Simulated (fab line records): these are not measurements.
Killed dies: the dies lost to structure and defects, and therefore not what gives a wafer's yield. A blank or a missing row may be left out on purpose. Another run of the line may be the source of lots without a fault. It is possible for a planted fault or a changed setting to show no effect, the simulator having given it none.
A lot that was struck, set against a sound lot + flow n5 finfet + 16 out of 1938 route steps
Sound: these wafers, L814.4, L814.5, L814.6. Struck: wafer L822.5 (L822.3, L822.4, from the same lot, were not struck and are left out); the cause is given at the end.
Per side, at each step with rows, come the tool, then ch with its chambers, and then its first start. Under that, the readings that differ: sound wafers + struck wafers + difference of the means + sigmas: that difference in standard deviations of wafers without a fault.
alike: readings with means less than 2 such deviations apart, plus words and numbers identical on both sides. not compared: withheld readings, readings lacking a value on some wafer, bounds such as >300 that could conceal the same value, and numbers that have no deviation in the record and whose values overlap.
The two part at a step that has a row with sigmas, a row that says differs or no value, or rows on one side only. Non-overlapping numbers with no deviation appear without sigmas and do not part them. A reading missing from all wafers of one side parts the sides only when that side holds two or more wafers.

first, 5 steps without rows for these wafers: N5_BEOL_M3_EBR_24; N5_BEOL_M3_SOFTBAKE_23 (time 60 s); N5_BEOL_M3_EXPOSE_25 (exposes mask V2, defocus 5 nm); N5_BEOL_M3_PEB_26 (peb time 60 s); N5_BEOL_M3_DEVELOP_27 (develop time 30 s).
N5_BEOL_M3_CD_MEAS_28: target cd 25.7 nm, target cd y 23.3 nm.
  sound on cd sem-03 ch 0, day 7 09:58; struck on cd sem-03 ch 0, day 9 19:44
  alike: cd nm
N5_BEOL_M3_OVL_MEAS_29:
  sound on overlay-02 ch 0, day 7 10:01; struck on overlay-01 ch 0, day 9 19:47
  alike: V2_OVL
N5_BEOL_M3_INSPECT_30: inspects for defects (brightfield).
  sound on defect inspect-01 at day 7 10:03; struck on defect inspect-01 at day 9 19:49
  alike: raw defect count
N5_BEOL_M3_DESCUM_33: chemistry O2, time 7 s.
  sound on rie diel-03 ch 0,1,3, day 7 10:06; struck on rie diel-03 ch 0, day 9 19:52
| reading                        | sound                | struck | difference | sigmas |
|--------------------------------|----------------------|--------|------------|--------|
| chamber pressure mTorr (mTorr) | 19.985 20.028 20.015 | 19.969 | -0.040     | -2     |
| rf vpp V (V)                   | 241.7 242.1 238.6    | 244.3  | +3.5       | +3     |
  alike: bias power w, drypump motor current A, oes product au, showerhead plenum p Torr, throttle valve pct
  not compared: rf hours counter h
N5_BEOL_M3_ETCH_77: etches underlayer in N2/H2, target depth 6.5 nm, time 5.2 s.
  sound on rie diel-03 ch 0,1,3, day 7 10:07; struck on rie diel-03 ch 0, day 9 19:53
  alike: chamber pressure mTorr, drypump motor current A, etch rf on time s, oes product au, rf vpp V, showerhead plenum p Torr, throttle valve pct
  not compared: rf hours counter h
N5_BEOL_M3_ETCH_69: etches SiARC in CF4, target depth 15.6 nm, time 26 s.
  sound on rie diel-03 ch 0,1,3, day 7 10:10; struck on rie diel-03 ch 0, day 9 19:55
  alike: chamber pressure mTorr, drypump motor current A, etch rf on time s, oes product au, rf vpp V, showerhead plenum p Torr, throttle valve pct
  not compared: rf hours counter h
N5_BEOL_M3_ALD_98: deposits SiO2, target thk 2.5 nm, pulse time 1 s, co reactant pulse time 1 s.
  sound on ald sin-04 ch 0,1, day 7 10:13; struck on ald sin-03 ch 0, day 9 20:10
  alike: chamber pressure Torr, heater power w, precursor pulse height rel
N5_BEOL_M3_ETCHBACK_99: etches SiO2 in CHF3, target depth 5 nm, time 10.4 s.
  sound on rie diel-01 ch 0,3, day 7 20:34; struck on rie diel-06 ch 2, day 9 22:23
| reading                     | sound          | struck | difference | sigmas |
|-----------------------------|----------------|--------|------------|--------|
| drypump motor current A (A) | 5.06 5.64 5.05 | 5.95   | +0.70      | +3     |
| oes product au (a.u.)       | 0.83 0.78 0.84 | 1.03   | +0.21      | +3     |
  alike: chamber pressure mTorr, rf vpp V, showerhead plenum p Torr, throttle valve pct
  not compared: rf hours counter h
N5_BEOL_M3_ETCH_70: etches SOC in N2/H2, target depth 80 nm, overetch 16 nm, time 120 s.
  sound on rie diel-01 ch 0,3, day 7 20:36; struck on rie diel-06 ch 2, day 9 22:25
| reading                        | sound             | struck | difference | sigmas |
|--------------------------------|-------------------|--------|------------|--------|
| chamber pressure mTorr (mTorr) | 30.06 30.00 30.05 | 29.97  | -0.07      | -2     |
| drypump motor current A (A)    | 5.08 5.67 5.08    | 5.95   | +0.67      | +2     |
  alike: oes product au, rf vpp V, showerhead plenum p Torr, throttle valve pct
  not compared: rf hours counter h
N5_BEOL_M4_RC_MEAS_101:
  sound on prober-02 ch 0, day 8 13:20; struck on prober-01 ch 0, day 10 22:42
| reading       | sound       | struck | difference | sigmas |
|---------------|-------------|--------|------------|--------|
| ION_N (uA/um) | 656 673 660 | 682    | +19        | +2     |
  alike: DIBL_N, DIBL_P, IOFF_N, IOFF_P, ION_P, SS_N, SS_P, VT_N, VT_P
-- the record jumps here: 4 days lie between the struck wafers' starts before and after (it left off in module BEOL_M4 and takes up again in module PASSIVATION, whose first step shown is number 1936 of the route) --
N5_PASSIVATION_PROBE_49:
  rows exist in the record for the struck wafers here (prober-02, day 15 10:23), but not for the sound ones

## WHERE THEY PART
Last at N5_PASSIVATION_PROBE_49 as far as this record goes, first at N5_BEOL_M3_DESCUM_33.

WHY: the cause the simulator had injected
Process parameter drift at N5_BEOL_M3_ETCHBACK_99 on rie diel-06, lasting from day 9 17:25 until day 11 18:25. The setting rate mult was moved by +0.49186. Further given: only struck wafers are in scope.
